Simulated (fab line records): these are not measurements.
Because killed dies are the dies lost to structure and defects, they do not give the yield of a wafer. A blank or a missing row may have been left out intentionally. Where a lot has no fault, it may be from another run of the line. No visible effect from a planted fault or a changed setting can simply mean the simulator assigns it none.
Chamber matching / flow n5 finfet / N5_BEOL_M14_ETCH_67 on rie diel-04: 4 sister chambers
The step etches SiARC in CF4, target depth 143 nm, time 238.3 s. 4 wafers are shown with their chamber, then 11 later ones without.

WAFERS, EACH WITH ITS CHAMBER
wafer=L088.1; chamber=3; drypump motor current A (A)=6.1
wafer=L088.4; chamber=2; drypump motor current A (A)=6.1
wafer=L088.6; chamber=0; drypump motor current A (A)=5.3
wafer=L090.1; chamber=1; drypump motor current A (A)=5.1

WAFERS WITHOUT THEIR CHAMBER
wafer=L090.5; drypump motor current A (A)=6.1
wafer=L090.6; drypump motor current A (A)=5.0
wafer=L091.2; drypump motor current A (A)=5.3
wafer=L091.3; drypump motor current A (A)=6.0
wafer=L091.4; drypump motor current A (A)=6.1
wafer=L093.2; drypump motor current A (A)=5.3
wafer=L093.3; drypump motor current A (A)=5.0
wafer=L093.4; drypump motor current A (A)=6.1
wafer=L097.1; drypump motor current A (A)=6.0
wafer=L097.2; drypump motor current A (A)=6.1
wafer=L097.5; drypump motor current A (A)=5.3

EACH ONE'S CHAMBER
wafer=L090.5; from the rows above=can't be placed: 2 or 3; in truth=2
wafer=L090.6; from the rows above=1; in truth=1
wafer=L091.2; from the rows above=0; in truth=0
wafer=L091.3; from the rows above=can't be placed: 2 or 3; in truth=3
wafer=L091.4; from the rows above=can't be placed: 2 or 3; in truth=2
wafer=L093.2; from the rows above=0; in truth=0
wafer=L093.3; from the rows above=1; in truth=1
wafer=L093.4; from the rows above=can't be placed: 2 or 3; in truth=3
wafer=L097.1; from the rows above=can't be placed: 2 or 3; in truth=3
wafer=L097.2; from the rows above=can't be placed: 2 or 3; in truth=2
wafer=L097.5; from the rows above=0; in truth=0
Correctly placed: 5 of 11. Cannot be placed on the basis of these rows: 6; the candidates contain the true chamber in 6. Number placed wrongly: 0.
How it was worked out, from the rows above alone: a wafer's distance from a chamber is the root of the sum, over the readings, of the square of ((its reading less the chamber's mean) divided by the reading's scatter). If the next closest chamber is less than 2 further off than the closest, the wafer can't be placed; otherwise it belongs to the closest. Each chamber's mean is taken over the wafers shown for it. The scatter: with one shown wafer a chamber, the root of the mean of the squares of how far each hidden wafer lies from its nearest shown one.
